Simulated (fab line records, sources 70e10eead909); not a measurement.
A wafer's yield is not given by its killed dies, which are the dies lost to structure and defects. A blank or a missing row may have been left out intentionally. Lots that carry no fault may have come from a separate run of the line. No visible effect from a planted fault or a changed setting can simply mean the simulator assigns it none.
Chamber matching / flow nand harc / NHARC_A_STAIRCASE_CMP_450 on cmp-03 has 4 sister chambers
The step polishes SiO2, target thk 200 nm. 4 wafers are shown with their chamber, then 9 later ones without.

== WAFERS PAIRED WITH THEIR CHAMBERS ==
wafer=L076.5; chamber=3; motor current A (A)=12.9
wafer=L086.4; chamber=1; motor current A (A)=11.8
wafer=L085.2; chamber=2; motor current A (A)=10.9
wafer=L085.5; chamber=0; motor current A (A)=11.9

== WAFERS MISSING THEIR CHAMBER ==
wafer=L090.1; motor current A (A)=12.1
wafer=L090.3; motor current A (A)=11.1
wafer=L090.5; motor current A (A)=11.5
wafer=L093.2; motor current A (A)=11.5
wafer=L093.5; motor current A (A)=12.0
wafer=L093.6; motor current A (A)=11.2
wafer=L096.1; motor current A (A)=12.4
wafer=L096.4; motor current A (A)=12.1
wafer=L096.6; motor current A (A)=11.8

== EACH ONE'S CHAMBER ==
wafer=L090.1; from the rows above=can't be placed: 0 or 1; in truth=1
wafer=L090.3; from the rows above=can't be placed: 2 or 1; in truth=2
wafer=L090.5; from the rows above=can't be placed: 1 or 0 or 2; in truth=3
wafer=L093.2; from the rows above=can't be placed: 1 or 0 or 2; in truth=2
wafer=L093.5; from the rows above=can't be placed: 0 or 1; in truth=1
wafer=L093.6; from the rows above=can't be placed: 2 or 1 or 0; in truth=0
wafer=L096.1; from the rows above=can't be placed: 0 or 3 or 1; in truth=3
wafer=L096.4; from the rows above=can't be placed: 0 or 1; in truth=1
wafer=L096.6; from the rows above=can't be placed: 1 or 0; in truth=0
0 of 9 placed correctly. From these rows, 9 cannot be placed; in 8 the true chamber is one of the candidates. Number placed wrongly: 0.
How it was worked out, from the rows above alone: a wafer's distance from a chamber is the root of the sum, over the readings, of the square of ((its reading less the chamber's mean) divided by the reading's scatter). The wafer belongs to the nearest chamber; if the next one is less than 2 further off, it can't be placed. Each chamber's mean is taken over the wafers shown for it. The scatter (one wafer shown for each chamber): square how far every hidden wafer sits from the nearest shown wafer, average those squares and take the square root.
